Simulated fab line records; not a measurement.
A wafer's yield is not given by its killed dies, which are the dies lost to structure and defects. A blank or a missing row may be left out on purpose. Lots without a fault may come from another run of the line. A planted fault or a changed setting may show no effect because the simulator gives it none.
Chamber matching ; flow n5-finfet ; 3 sister chambers for N5_DUMMY_GATE_ETCH_32 on rie-si-01
The step etches SiO2 in CF4, target depth 3.5 nm, time 3.9 s. 16 wafers are shown with their chamber, then 7 later ones without.

## WAFERS, EACH WITH ITS CHAMBER
wafer;chamber;throttle-valve-pct (%);oes-product-au (a.u.);chamber-pressure-mTorr (mTorr)
L074.2;1;21.44;0.999;10.008
L074.3;1;21.46;1.009;9.995
L074.4;1;21.45;1.007;10.007
L077.3;1;21.45;1.014;9.997
L077.5;1;21.45;1.011;10.004
L077.6;0;21.83;1.021;9.985
L079.1;0;21.83;1.025;10.003
L079.3;1;21.45;1.025;9.995
L079.5;0;21.81;1.022;10.000
L080.2;1;21.46;1.008;9.989
L080.5;3;21.48;0.995;10.000
L080.6;1;21.45;1.015;10.001
L085.2;0;21.80;1.018;9.994
L085.5;3;21.47;0.981;10.002
L085.6;0;21.83;1.026;10.016
L086.3;1;21.48;1.005;10.013

SIGNATURES (averages over the wafers above)
reading;chamber 0;chamber 1;chamber 3;scatter within a chamber
throttle-valve-pct;21.8200;21.4544;21.4750;0.012
oes-product-au;1.02240;1.01033;0.98800;0.00659
chamber-pressure-mTorr;9.99960;10.00100;10.00100;0.00876
Rule: a wafer lies at a distance from a chamber equal to the root of the sum of squares, over the readings, of (its reading less the chamber's mean, divided by the reading's scatter). The wafer belongs to the nearest chamber; if the next one is less than 2 further off, it can't be placed. The scatter: take each reading less its chamber's mean, square it, sum over the shown wafers, divide by the number of wafers less the number of chambers, and take the root.

## WAFERS WITH NO CHAMBER GIVEN
wafer;throttle-valve-pct (%);oes-product-au (a.u.);chamber-pressure-mTorr (mTorr)
L086.4;21.46;0.983;9.983
L086.5;21.81;1.009;9.997
L087.1;21.45;0.997;9.995
L087.4;21.47;0.992;9.992
L087.5;21.44;1.002;9.998
L096.1;21.46;0.993;9.998
L096.4;21.84;1.019;9.998

## WHICH CHAMBER EACH WENT THROUGH
wafer;from the rows above;in truth
L086.4;3;3
L086.5;0;0
L087.1;can't be placed: 1 or 3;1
L087.4;can't be placed: 3 or 1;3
L087.5;can't be placed: 1 or 3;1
L096.1;can't be placed: 3 or 1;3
L096.4;0;0
Placed correctly: 3 of 7. Unplaceable from these rows: 4, with the true chamber sitting among the candidates in 4. 0 placed wrongly.
